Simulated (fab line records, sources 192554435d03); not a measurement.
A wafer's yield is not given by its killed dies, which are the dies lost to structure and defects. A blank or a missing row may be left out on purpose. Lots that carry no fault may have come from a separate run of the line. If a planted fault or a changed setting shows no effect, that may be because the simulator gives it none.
8D (eight disciplines) problem report, filled in by code || flow n5 finfet || the parts of the form that need people (team, actions taken, sign-off) are left out

== 1. THE ISSUE ==
At N5_BEOL_M8_CVD_78, run length s averages 99.5 s over 4 wafers from 3 lots, while fault-free wafers read 165.2 s, standard deviation 0.64. So: -99 or more standard deviations from the usual mean.
The step: deposits Co from CCTBA/H2, target thk 2 nm, time 142.3 s.
Seen first at day 11 18:18 on cvd co-01, wafer L982.6. The record holds 34 wafers of 12 lots with a number at this step. Rule for "out", or "out of limits": more than 4 standard deviations from the usual mean. The rest of the wafers with a number are treated as sound.

== 2. WHAT IT IS AND WHAT IT IS NOT ==
{"question": "which readings at this step", "is": "run length s", "is not": "-"}
{"question": "which lots", "is": "L981, L982, L984", "is not": "L972, L975, L976, L987, L989, L990, L992, L993, L994"}
{"question": "which wafers of those lots", "is": "L981.3, L982.6, L984.3, L984.6", "is not": "L981.4, L982.1, L982.5"}
{"question": "read on which tools", "is": "cvd co-01", "is not": "cvd co-02"}
{"question": "when", "is": "from day 11 18:18", "is not": "up to then (11 sound wafers); but 19 sound wafers of L981, L987, L989, L990, L992, L993, L994 came after"}

== 3. SUSPECTS, AND WHAT RULES EACH OUT ==
Counting: if a tool at a process step up to the reading ran every lot that is out, it stays a suspect. Sound lots after the first of them don't rule it out here, since some wafers of a struck lot are sound.
- cvd co-01 at N5_BEOL_M8_CVD_78 (deposits Co from CCTBA/H2, target thk 2 nm, time 142.3 s): kept. It processed each lot that is out (first: L982, day 11 18:18); up to then, its last sound lot is L976 (day 10 12:21). Out on those wafers are its own readings of run length s.
The count leaves cvd co-01 at N5_BEOL_M8_CVD_78.

== 4. THE CAUSE (what the simulator had put in) ==
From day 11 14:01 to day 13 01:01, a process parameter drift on cvd co-01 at N5_BEOL_M8_CVD_78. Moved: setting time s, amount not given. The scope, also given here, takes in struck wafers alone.
Only this tool survived the counting.

== 5. SEQUENCE OF EFFECTS, ordered by route ==
One row per reading whose mean, taken over the struck wafers that have a number, lies over 3 standard deviations from the usual. Only readings for which the record gives a usual standard deviation are gone through. hours: the time from each lot's start at the first step in this table that gives one to its start at this step, as a median over the lots. sigmas: the change in usual standard deviations.
{"hours": 0, "step": "N5_BEOL_M8_CVD_78", "reading": "run length s", "usual": "165.2 s", "on struck wafers": 99.5, "change": -65.7, "sigmas": "-99 or more"}
Process steps it contains:
- N5_BEOL_M8_CVD_78: deposits Co from CCTBA/H2, target thk 2 nm, time 142.3 s.
Later steps that measure or inspect, where all struck wafers having a row at the step show a number for every such reading and not one has moved that far: N5_BEOL_M8_RS_MEAS_57.

== 6. HOW IT WOULD HAVE BEEN CAUGHT EARLIER ==
4 hours passed between the start of the fault at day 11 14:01 and the first reading out of limits in this record, taken at day 11 18:18.
